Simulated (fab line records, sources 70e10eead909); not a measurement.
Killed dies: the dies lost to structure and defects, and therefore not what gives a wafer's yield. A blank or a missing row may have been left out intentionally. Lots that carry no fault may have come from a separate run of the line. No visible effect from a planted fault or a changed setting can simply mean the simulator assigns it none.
Which tool did it? -- flow nand_harc -- 13 lots with 39 wafers sampled at 5 steps, on a route of 1302 steps

WHAT THE GAUGES READ, wafer by wafer
NHARC_THIN_TSV_CD_MEAS_16. Usual: 999.0 nm for cd_nm, sd 1.9.
lot,measured,on,cd_nm (nm),flag
L567,day 24 06:46,cd_sem-03,998.7 996.3 1001.3,
L568,day 24 05:41,cd_sem-01,998.3 1001.3 999.3,
L569,day 24 04:28,cd_sem-01,998.3 997.5 997.3,
L570,day 24 21:16,cd_sem-03,999.6 999.7 1000.3,
L571,day 25 11:42,cd_sem-03,997.1 998.5 998.7,
L572,day 26 10:28,cd_sem-03,999.9 998.2 995.7,
L573,day 26 16:22,cd_sem-03,998.4 1001.7 1000.0,
L575,day 26 11:40,cd_sem-03,998.7 1000.5 1000.8,
L583,day 29 21:25,cd_sem-03,998.4 998.2 1001.0,
L587,day 32 05:04,cd_sem-01,1000.0 1001.9 1004.5,
L586,day 32 06:14,cd_sem-02,998.9 996.0 1001.4,
L589,day 33 18:05,cd_sem-02,999.5 1002.9 1004.5,
L590,day 33 16:59,cd_sem-02,995.7 995.8 998.2,

NHARC_END_SORT_01. Usual: killed_at_array 55, standard deviation 17; killed_at_other 1.1, standard deviation 1.6; killed_at_periphery 3.8, standard deviation 2.5; killed_dies 60, standard deviation 18; killed_open 3.3, standard deviation 1.9; killed_short 2.5, standard deviation 1.7.
lot,measured,on,killed_at_array,killed_at_other,killed_at_periphery,killed_dies,killed_open,killed_short,flag
L583,day 30 11:41,prober-02,136 55 54,0 0 0,4 11 11,140 66 65,5 3 7,1 2 2,
L587,day 32 20:58,prober-02,26 39 22,1 2 0,4 1 5,31 42 27,7 4 1,1 2 3,
L586,day 33 05:04,prober-01,40 42 44,1 1 1,4 2 3,45 45 48,1 3 5,1 2 1,

WHAT TOOL EACH LOT RAN ON (gives the tool, then ch and the chambers of the sampled wafers, and finally the start)
lot,NHARC_A_CHANNEL_FILL_D2_PRECLEAN_21,NHARC_THIN_TSV_PVD_51,NHARC_THIN_TSV_PRE_CLEAN_54
L567,"wet_bench-07 ch 0,2,5, day 14 22:59","pvd_sputter-03, day 24 10:38 or earlier","pvd_sputter-01, day 24 10:38"
L568,"wet_bench-06 ch 0,5,6, day 14 22:59","pvd_sputter-03, day 24 09:33 or earlier","pvd_sputter-01, day 24 09:33"
L569,"wet_bench-09 ch 1,4,7, day 15 05:20","pvd_sputter-01, day 24 08:21 or earlier","pvd_sputter-02, day 24 08:21"
L570,"wet_bench-06 ch 0,2,7, day 15 16:08","pvd_sputter-01, day 25 01:08 or earlier","pvd_sputter-01, day 25 01:08"
L571,"wet_bench-09 ch 2,3,4, day 16 17:57","pvd_sputter-02, day 25 15:35 or earlier","pvd_sputter-03, day 25 15:35"
L572,"wet_bench-07 ch 1,2,3, day 16 17:58","pvd_sputter-03, day 26 14:32 or earlier","pvd_sputter-02, day 26 14:32"
L573,"wet_bench-07 ch 0,5,7, day 17 12:39","pvd_sputter-02, day 26 20:16 or earlier","pvd_sputter-01, day 26 20:16"
L575,"wet_bench-06 ch 3,5,6, day 17 12:39","pvd_sputter-01, day 26 15:34 or earlier","pvd_sputter-03, day 26 15:34"
L583,"wet_bench-07 ch 0,1,7, day 21 08:42","pvd_sputter-03, day 30 01:25 or earlier","pvd_sputter-03, day 30 01:25"
L587,"wet_bench-09 ch 1,3,6, day 22 23:16","pvd_sputter-03, day 32 08:55 or earlier","pvd_sputter-02, day 32 08:55"
L586,"wet_bench-06 ch 4,5,7, day 23 03:55","pvd_sputter-01, day 32 10:07 or earlier","pvd_sputter-01, day 32 10:07"
L589,"wet_bench-09 ch 1,2,7, day 23 14:56","pvd_sputter-01, day 33 22:40 or earlier","pvd_sputter-02, day 33 22:40"
L590,"wet_bench-07 ch 1,2,3, day 24 04:44","pvd_sputter-01, day 33 21:24 or earlier","pvd_sputter-02, day 33 21:24"
- NHARC_A_CHANNEL_FILL_D2_PRECLEAN_21: cleans in dHF, time 30 s.
- NHARC_THIN_TSV_PVD_51: deposits Cu, target thk 100 nm.
- NHARC_THIN_TSV_PRE_CLEAN_54: time 30 s.

WHAT THE TOOLS THEMSELVES READ (means of the sampled wafers that have a number; where no wafer has one, the mark that the record gives instead)
NHARC_THIN_TSV_PVD_51. Usual: 29.7 % for throttle_valve_pct, sd 0.92.
lot,tool,throttle_valve_pct (%),flag
L567,pvd_sputter-03,28.9,
L568,pvd_sputter-03,28.7,
L569,pvd_sputter-01,29.2,
L570,pvd_sputter-01,29.8,
L571,pvd_sputter-02,30.0,
L572,pvd_sputter-03,29.3,
L573,pvd_sputter-02,29.4,
L575,pvd_sputter-01,28.8,
L583,pvd_sputter-03,29.6,
L587,pvd_sputter-03,28.9,
L586,pvd_sputter-01,29.9,
L589,pvd_sputter-01,30.0,
L590,pvd_sputter-01,30.2,

NHARC_THIN_TSV_PRE_CLEAN_54. Usual: 408 W for heater_power_w, sd 44.
lot,tool,heater_power_w (W),flag
L567,pvd_sputter-01,367,
L568,pvd_sputter-01,382,
L569,pvd_sputter-02,386,
L570,pvd_sputter-01,382,
L571,pvd_sputter-03,443,
L572,pvd_sputter-02,409,
L573,pvd_sputter-01,383,
L575,pvd_sputter-03,411,
L583,pvd_sputter-03,437,
L587,pvd_sputter-02,390,
L586,pvd_sputter-01,421,
L589,pvd_sputter-02,455,
L590,pvd_sputter-02,455,

THE ANSWER, worked out from the rows above alone
Rule: lot off if the mean of its wafers having a number is beyond 3 standard deviations from the usual mean. Also off: a lot with no number at a reading for which 4 or more lots have one. Where the step has rows for the other lots, those lots are counted as sound. The gauges are gone through in route order, then the tools' own readings, and for those a lot's mean is taken as printed above. The first step at which some lot is off is used, and at that step the reading that is off furthest; a lot without a number counts as furthest.
Nothing can be told from this: no lot is off at any reading shown.

WHAT THE SIMULATOR PUT IN
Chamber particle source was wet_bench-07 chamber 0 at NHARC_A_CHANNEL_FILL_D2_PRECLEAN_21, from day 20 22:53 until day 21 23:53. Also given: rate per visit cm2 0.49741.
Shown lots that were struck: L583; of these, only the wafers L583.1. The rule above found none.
